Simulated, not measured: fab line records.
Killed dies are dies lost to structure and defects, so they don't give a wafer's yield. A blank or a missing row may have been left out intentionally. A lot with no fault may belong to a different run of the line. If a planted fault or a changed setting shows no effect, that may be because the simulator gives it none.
Which of the tools did it? | flow n5-finfet | 72 wafers from 24 lots sampled at 6 of the route's 1938 steps

## WHAT EACH GAUGE READ, for each wafer
N5_HKMG_FIN_CD_MEAS_12: the cd target is 92.8 nm.
lot  | measured    | on        | cd-nm (nm)
L074 | day 4 04:07 | cd-sem-01 | 93.0 94.0 93.2
L075 | day 4 10:23 | cd-sem-01 | 91.4 91.2 92.2
L076 | day 4 14:13 | cd-sem-03 | 93.6 93.6 93.3
L077 | day 4 21:20 | cd-sem-03 | 92.4 93.6 92.9
L078 | day 5 04:35 | cd-sem-01 | 93.1 93.1 92.3
L079 | day 5 10:37 | cd-sem-03 | 91.7 92.8 92.6
L080 | day 5 14:29 | cd-sem-02 | 92.9 92.6 92.9
L081 | day 6 01:40 | cd-sem-03 | 92.5 92.9 92.6
L082 | day 6 05:22 | cd-sem-03 | 93.2 93.8 93.7
L083 | day 6 13:31 | cd-sem-01 | 93.7 93.2 93.2
L084 | day 6 16:39 | cd-sem-02 | 92.7 92.8 93.1
L085 | day 7 04:13 | cd-sem-03 | 92.7 93.9 93.6
L086 | day 7 07:43 | cd-sem-01 | 93.3 93.6 93.1
L087 | day 7 14:07 | cd-sem-01 | 93.3 92.9 92.7
L088 | day 7 15:05 | cd-sem-03 | 92.4 93.1 93.0
L089 | day 7 20:53 | cd-sem-03 | 92.6 93.1 93.1
L090 | day 8 01:10 | cd-sem-01 | 93.8 93.3 93.1
L091 | day 8 09:36 | cd-sem-01 | 93.7 93.8 93.1
L092 | day 8 12:58 | cd-sem-03 | 93.3 93.3 91.9
L093 | day 8 19:34 | cd-sem-01 | 92.9 93.7 93.4
L094 | day 9 03:14 | cd-sem-03 | 93.4 92.9 92.7
L095 | day 9 08:13 | cd-sem-01 | 92.9 92.2 92.3
L096 | day 9 12:33 | cd-sem-03 | 92.5 93.2 92.7
L097 | day 9 20:03 | cd-sem-02 | 92.8 92.6 92.5

N5_GATE_CUT_INSPECT_15: inspects for defects (brightfield).
lot  | measured     | on                | raw-defect-count
L074 | day 4 12:59  | defect-inspect-01 | 118 121 100
L075 | day 4 21:30  | defect-inspect-01 | 99 127 140
L076 | day 5 02:26  | defect-inspect-02 | 131 116 167
L077 | day 5 06:46  | defect-inspect-02 | 187 122 120
L078 | day 5 12:59  | defect-inspect-02 | 197 163 148
L079 | day 5 19:37  | defect-inspect-02 | 228 135 224
L080 | day 5 22:56  | defect-inspect-01 | 183 123 203
L081 | day 6 10:11  | defect-inspect-02 | 84 119 82
L082 | day 6 13:41  | defect-inspect-02 | 111 108 173
L083 | day 6 22:04  | defect-inspect-01 | 127 185 78
L084 | day 7 02:06  | defect-inspect-01 | 173 170 142
L085 | day 7 12:47  | defect-inspect-02 | 116 203 242
L086 | day 7 15:53  | defect-inspect-01 | 91 153 135
L087 | day 7 22:38  | defect-inspect-02 | 97 149 187
L088 | day 7 23:24  | defect-inspect-02 | 136 168 186
L089 | day 8 06:28  | defect-inspect-01 | 138 180 125
L090 | day 8 09:31  | defect-inspect-01 | 130 137 177
L091 | day 8 18:10  | defect-inspect-02 | 96 122 119
L092 | day 8 21:21  | defect-inspect-02 | 178 251 165
L093 | day 9 04:34  | defect-inspect-01 | 180 179 167
L094 | day 9 12:05  | defect-inspect-02 | 160 166 161
L095 | day 9 16:39  | defect-inspect-01 | 110 88 75
L096 | day 9 20:53  | defect-inspect-02 | 89 108 98
L097 | day 10 04:31 | defect-inspect-02 | 135 114 142

## WHICH TOOL RAN EACH LOT (tool, then ch and the chambers of the sampled wafers, then the start)
lot  | N5_HKMG_FIN_STRIP_60                | N5_HKMG_FIN_ETCH_35               | N5_HKMG_FIN_ALD_21                 | N5_GATE_CUT_VAPOR_ETCH_60
L074 | plasma-asher-02 ch 0,1, day 4 01:42 | rie-diel-02 ch 0,1,3, day 4 04:32 | ald-metal-03 ch 0,1,2, day 4 07:58 | rie-metal-02 ch 0,1, day 4 09:29
L075 | plasma-asher-01 ch 0, day 4 08:06   | rie-diel-02 ch 0,2,3, day 4 10:47 | ald-metal-03 ch 0,1,2, day 4 13:38 | rie-metal-03 ch 0, day 4 15:23
L076 | plasma-asher-01 ch 0,1, day 4 11:44 | rie-diel-05 ch 0,1,3, day 4 14:37 | ald-metal-03 ch 2,3, day 4 17:27   | rie-metal-03 ch 0, day 4 19:13
L077 | plasma-asher-01 ch 0,1, day 4 18:56 | rie-diel-04 ch 1,2,3, day 4 21:43 | ald-metal-03 ch 2,3, day 5 00:35   | rie-metal-01 ch 0,1, day 5 02:07
L078 | plasma-asher-02 ch 0,1, day 5 02:08 | rie-diel-02 ch 0,2,3, day 5 05:03 | ald-metal-03 ch 0,2,3, day 5 07:53 | rie-metal-03 ch 0,1, day 5 09:25
L079 | plasma-asher-01 ch 0,1, day 5 08:20 | rie-diel-04 ch 0,1,3, day 5 11:17 | ald-metal-01 ch 0,3, day 5 14:25   | rie-metal-02 ch 0,1, day 5 15:56
L080 | plasma-asher-02 ch 0,1, day 5 11:59 | rie-diel-02 ch 1,3, day 5 14:52   | ald-metal-02 ch 0,2,3, day 5 17:47 | rie-metal-01 ch 0,1, day 5 19:24
L081 | plasma-asher-01 ch 0, day 5 23:16   | rie-diel-04 ch 2,3, day 6 02:14   | ald-metal-01 ch 0,1, day 6 05:05   | rie-metal-02 ch 0,1, day 6 06:36
L082 | plasma-asher-02 ch 0,1, day 6 02:53 | rie-diel-04 ch 0,1,3, day 6 05:46 | ald-metal-03 ch 0,2,3, day 6 08:36 | rie-metal-03 ch 0,1, day 6 10:07
L083 | plasma-asher-01 ch 0,1, day 6 11:13 | rie-diel-05 ch 0,3, day 6 14:16   | ald-metal-03 ch 1,3, day 6 17:07   | rie-metal-03 ch 0,1, day 6 18:38
L084 | plasma-asher-02 ch 0,1, day 6 14:15 | rie-diel-05 ch 1,3, day 6 17:02   | ald-metal-03 ch 0,1, day 6 19:56   | rie-metal-01 ch 0,1, day 6 21:27
L085 | plasma-asher-01 ch 0,1, day 7 01:45 | rie-diel-04 ch 0,2,3, day 7 04:36 | ald-metal-02 ch 0,2, day 7 07:26   | rie-metal-03 ch 0,1, day 7 08:58
L086 | plasma-asher-02 ch 1, day 7 05:19   | rie-diel-05 ch 0,2, day 7 08:08   | ald-metal-01 ch 0,1, day 7 10:58   | rie-metal-02 ch 0,1, day 7 12:29
L087 | plasma-asher-02 ch 0,1, day 7 11:51 | rie-diel-04 ch 0,1,3, day 7 14:31 | ald-metal-02 ch 0,1,2, day 7 17:31 | rie-metal-01 ch 0,1, day 7 19:07
L088 | plasma-asher-02 ch 0,1, day 7 12:37 | rie-diel-02 ch 1,2, day 7 15:28   | ald-metal-01 ch 1,2,3, day 7 18:21 | rie-metal-03 ch 0,1, day 7 19:52
L089 | plasma-asher-01 ch 0,1, day 7 18:26 | rie-diel-02 ch 1,3, day 7 21:30   | ald-metal-01 ch 0,1, day 8 00:22   | rie-metal-02 ch 0,1, day 8 01:53
L090 | plasma-asher-02 ch 0,1, day 7 22:30 | rie-diel-02 ch 0,1,3, day 8 01:33 | ald-metal-02 ch 0,1,3, day 8 04:23 | rie-metal-03 ch 0,1, day 8 05:59
L091 | plasma-asher-01 ch 0,1, day 8 07:19 | rie-diel-02 ch 0,2,3, day 8 09:59 | ald-metal-01 ch 0,2,3, day 8 12:59 | rie-metal-02 ch 0,1, day 8 14:35
L092 | plasma-asher-02 ch 0,1, day 8 10:42 | rie-diel-05 ch 0,1,2, day 8 13:22 | ald-metal-02 ch 0,1,3, day 8 16:14 | rie-metal-01 ch 0,1, day 8 17:55
L093 | plasma-asher-01 ch 0,1, day 8 17:17 | rie-diel-04 ch 0,1,3, day 8 19:58 | ald-metal-03 ch 1,2, day 8 22:47   | rie-metal-01 ch 0,1, day 9 00:20
L094 | plasma-asher-01 ch 0,1, day 9 00:37 | rie-diel-04 ch 1,2,3, day 9 03:53 | ald-metal-03 ch 0,1,3, day 9 06:50 | rie-metal-02 ch 0,1, day 9 08:32
L095 | plasma-asher-02 ch 0,1, day 9 05:56 | rie-diel-05 ch 1,2, day 9 08:38   | ald-metal-03 ch 0,1,3, day 9 11:37 | rie-metal-02 ch 0,1, day 9 13:08
L096 | plasma-asher-01 ch 0,1, day 9 10:13 | rie-diel-04 ch 0,1,2, day 9 12:57 | ald-metal-03 ch 0,1,2, day 9 15:48 | rie-metal-03 ch 0,1, day 9 17:19
L097 | plasma-asher-01 ch 0,1, day 9 17:28 | rie-diel-05 ch 0,3, day 9 20:26   | ald-metal-02 ch 0,1,2, day 9 23:23 | rie-metal-01 ch 1, day 10 00:55
- N5_HKMG_FIN_STRIP_60: strips in N2/H2, time 360 s.
- N5_HKMG_FIN_ETCH_35: etches SOC in N2/H2, target depth 215.8 nm, time 243.4 s.
- N5_HKMG_FIN_ALD_21: deposits TiN, target thk 1.5 nm, pulse time 1 s, purge time 3 s.
- N5_GATE_CUT_VAPOR_ETCH_60: etches HfO2 in BCl3/Cl2.

## WHAT THE TOOLS THEMSELVES READ (means of the sampled wafers that have a number; where no wafer has one, the mark that the record gives instead)
N5_HKMG_FIN_STRIP_60.
lot  | tool            | drypump-motor-current-A (A) | heater-power-w (W) | n2-flow-sccm (sccm)
L074 | plasma-asher-02 | 5.42                        | 496                | 1752
L075 | plasma-asher-01 | 5.01                        | 463                | 1748
L076 | plasma-asher-01 | 5.43                        | 490                | 1751
L077 | plasma-asher-01 | 5.22                        | 474                | 1750
L078 | plasma-asher-02 | 5.32                        | 486                | 1755
L079 | plasma-asher-01 | 5.22                        | 479                | 1751
L080 | plasma-asher-02 | 5.42                        | 484                | 1754
L081 | plasma-asher-01 | 5.02                        | 460                | 1749
L082 | plasma-asher-02 | 5.41                        | 494                | 1752
L083 | plasma-asher-01 | 5.41                        | 485                | 1755
L084 | plasma-asher-02 | 5.40                        | 487                | 1749
L085 | plasma-asher-01 | 5.21                        | 476                | 1748
L086 | plasma-asher-02 | 5.51                        | 506                | 1751
L087 | plasma-asher-02 | 5.31                        | 486                | 1743
L088 | plasma-asher-02 | 5.29                        | 487                | 1747
L089 | plasma-asher-01 | 5.19                        | 471                | 1752
L090 | plasma-asher-02 | 5.33                        | 489                | 1754
L091 | plasma-asher-01 | 5.22                        | 473                | 1750
L092 | plasma-asher-02 | 5.41                        | 492                | 1746
L093 | plasma-asher-01 | 5.24                        | 480                | 1754
L094 | plasma-asher-01 | 5.20                        | 476                | 1744
L095 | plasma-asher-02 | 5.33                        | 485                | 1752
L096 | plasma-asher-01 | 5.24                        | 471                | 1750
L097 | plasma-asher-01 | 5.23                        | 475                | 1754

N5_HKMG_FIN_ETCH_35.
lot  | tool        | drypump-motor-current-A (A) | n2-flow-sccm (sccm) | oes-product-au (a.u.) | rf-vpp-V (V) | showerhead-plenum-p-Torr (Torr) | throttle-valve-pct (%)
L074 | rie-diel-02 | 5.6                         | 199.7               | 0.85                  | 142.6        | 2.69                            | 17.64
L075 | rie-diel-02 | 5.9                         | 200.1               | 0.80                  | 141.8        | 2.63                            | 17.78
L076 | rie-diel-05 | 5.7                         | 199.4               | 0.77                  | 141.7        | 2.55                            | 17.89
L077 | rie-diel-04 | 6.1                         | 199.9               | 0.81                  | 141.8        | 2.48                            | 17.78
L078 | rie-diel-02 | 5.9                         | 199.6               | 0.78                  | 142.0        | 2.63                            | 17.79
L079 | rie-diel-04 | 6.2                         | 199.1               | 0.81                  | 141.9        | 2.55                            | 17.65
L080 | rie-diel-02 | 5.6                         | 199.7               | 0.80                  | 142.4        | 2.68                            | 17.69
L081 | rie-diel-04 | 6.0                         | 200.4               | 0.80                  | 141.6        | 2.52                            | 17.83
L082 | rie-diel-04 | 6.2                         | 200.9               | 0.81                  | 141.6        | 2.55                            | 17.66
L083 | rie-diel-05 | 5.8                         | 200.7               | 0.75                  | 141.6        | 2.64                            | 17.80
L084 | rie-diel-05 | 6.0                         | 200.9               | 0.72                  | 141.2        | 2.53                            | 18.08
L085 | rie-diel-04 | 6.2                         | 200.6               | 0.85                  | 142.2        | 2.57                            | 17.77
L086 | rie-diel-05 | 5.7                         | 200.0               | 0.89                  | 142.2        | 2.70                            | 17.65
L087 | rie-diel-04 | 6.2                         | 199.6               | 0.79                  | 143.1        | 2.54                            | 17.69
L088 | rie-diel-02 | 5.8                         | 200.5               | 0.77                  | 142.0        | 2.62                            | 17.84
L089 | rie-diel-02 | 5.6                         | 199.8               | 0.79                  | 143.2        | 2.67                            | 17.72
L090 | rie-diel-02 | 5.6                         | 200.7               | 0.81                  | 141.7        | 2.67                            | 17.69
L091 | rie-diel-02 | 5.9                         | 200.2               | 0.75                  | 141.5        | 2.62                            | 17.85
L092 | rie-diel-05 | 5.6                         | 200.0               | 0.81                  | 140.7        | 2.57                            | 17.78
L093 | rie-diel-04 | 6.2                         | 200.2               | 0.78                  | 141.7        | 2.54                            | 17.71
L094 | rie-diel-04 | 6.1                         | 200.5               | 0.77                  | 140.9        | 2.47                            | 17.85
L095 | rie-diel-05 | 5.5                         | 200.4               | 0.80                  | 140.4        | 2.46                            | 17.91
L096 | rie-diel-04 | 6.2                         | 200.1               | 0.81                  | 141.9        | 2.52                            | 17.78
L097 | rie-diel-05 | 6.1                         | 200.1               | 0.71                  | 142.7        | 2.62                            | 17.99

N5_HKMG_FIN_ALD_21.
lot  | tool         | heater-power-outer-w (W) | heater-power-w (W) | precursor-pulse-height-rel
L074 | ald-metal-03 | 519                      | 877                | 1.003
L075 | ald-metal-03 | 526                      | 874                | 0.980
L076 | ald-metal-03 | 575                      | 923                | 1.013
L077 | ald-metal-03 | 558                      | 888                | 1.003
L078 | ald-metal-03 | 551                      | 867                | 0.987
L079 | ald-metal-01 | 464                      | 698                | 1.019
L080 | ald-metal-02 | 570                      | 949                | 0.987
L081 | ald-metal-01 | 456                      | 732                | 1.004
L082 | ald-metal-03 | 539                      | 876                | 1.012
L083 | ald-metal-03 | 511                      | 868                | 1.000
L084 | ald-metal-03 | 490                      | 835                | 1.010
L085 | ald-metal-02 | 570                      | 981                | 0.987
L086 | ald-metal-01 | 450                      | 746                | 0.998
L087 | ald-metal-02 | 565                      | 962                | 1.003
L088 | ald-metal-01 | 541                      | 844                | 1.030
L089 | ald-metal-01 | 478                      | 794                | 1.018
L090 | ald-metal-02 | 567                      | 938                | 0.995
L091 | ald-metal-01 | 502                      | 814                | 0.998
L092 | ald-metal-02 | 569                      | 913                | 1.000
L093 | ald-metal-03 | 525                      | 905                | 0.997
L094 | ald-metal-03 | 501                      | 859                | 1.022
L095 | ald-metal-03 | 501                      | 841                | 1.005
L096 | ald-metal-03 | 526                      | 875                | 1.025
L097 | ald-metal-02 | 568                      | 947                | 0.991

N5_GATE_CUT_VAPOR_ETCH_60.
lot  | tool         | drypump-motor-current-A (A) | he-backside-leak-sccm (sccm) | oes-product-au (a.u.)
L074 | rie-metal-02 | 5.3                         | 3.4                          | 0.74
L075 | rie-metal-03 | 6.3                         | 3.6                          | 0.87
L076 | rie-metal-03 | 6.2                         | 3.6                          | 0.87
L077 | rie-metal-01 | 5.8                         | 3.4                          | 0.69
L078 | rie-metal-03 | 6.0                         | 3.6                          | 0.88
L079 | rie-metal-02 | 5.3                         | 3.2                          | 0.73
L080 | rie-metal-01 | 5.7                         | 3.3                          | 0.67
L081 | rie-metal-02 | 5.3                         | 3.2                          | 0.73
L082 | rie-metal-03 | 5.9                         | 3.5                          | 0.87
L083 | rie-metal-03 | 5.9                         | 3.6                          | 0.86
L084 | rie-metal-01 | 5.7                         | 3.3                          | 0.66
L085 | rie-metal-03 | 6.0                         | 3.5                          | 0.86
L086 | rie-metal-02 | 5.3                         | 3.3                          | 0.72
L087 | rie-metal-01 | 5.8                         | 3.3                          | 0.67
L088 | rie-metal-03 | 5.6                         | 3.3                          | 0.87
L089 | rie-metal-02 | 5.3                         | 3.5                          | 0.72
L090 | rie-metal-03 | 5.6                         | 3.3                          | 0.86
L091 | rie-metal-02 | 5.2                         | 3.3                          | 0.72
L092 | rie-metal-01 | 5.7                         | 3.4                          | 0.65
L093 | rie-metal-01 | 5.8                         | 3.5                          | 0.67
L094 | rie-metal-02 | 5.3                         | 3.3                          | 0.71
L095 | rie-metal-02 | 5.3                         | 3.5                          | 0.72
L096 | rie-metal-03 | 5.6                         | 3.3                          | 0.86
L097 | rie-metal-01 | 5.5                         | 3.3                          | 0.63

## THE ANSWER, worked out from the rows above alone
Rule: the lots themselves supply what counts as usual. The widest of any qualifying gaps counts: lots, ordered by their means at a reading, are off when they make up no more than a third of the lots, leave a main group of 4 or more, and stand apart from it by 3 or more times the standard deviation of that group's means. Not used: any main group whose means are identical at the precision the tables above print for the reading. A lot without any number at a reading at which 4 lots or more have one is off too. The other lots that the step has rows for count as sound. The gauges are gone through in route order, then the tools' own readings, and for those a lot's mean is taken as printed above. The first step at which some lot is off is used, and at that step the reading that is off furthest; a lot without a number counts as furthest.
Across all readings shown, no lot is off: no conclusion can be drawn from this.

## WHAT THE SIMULATOR PUT IN
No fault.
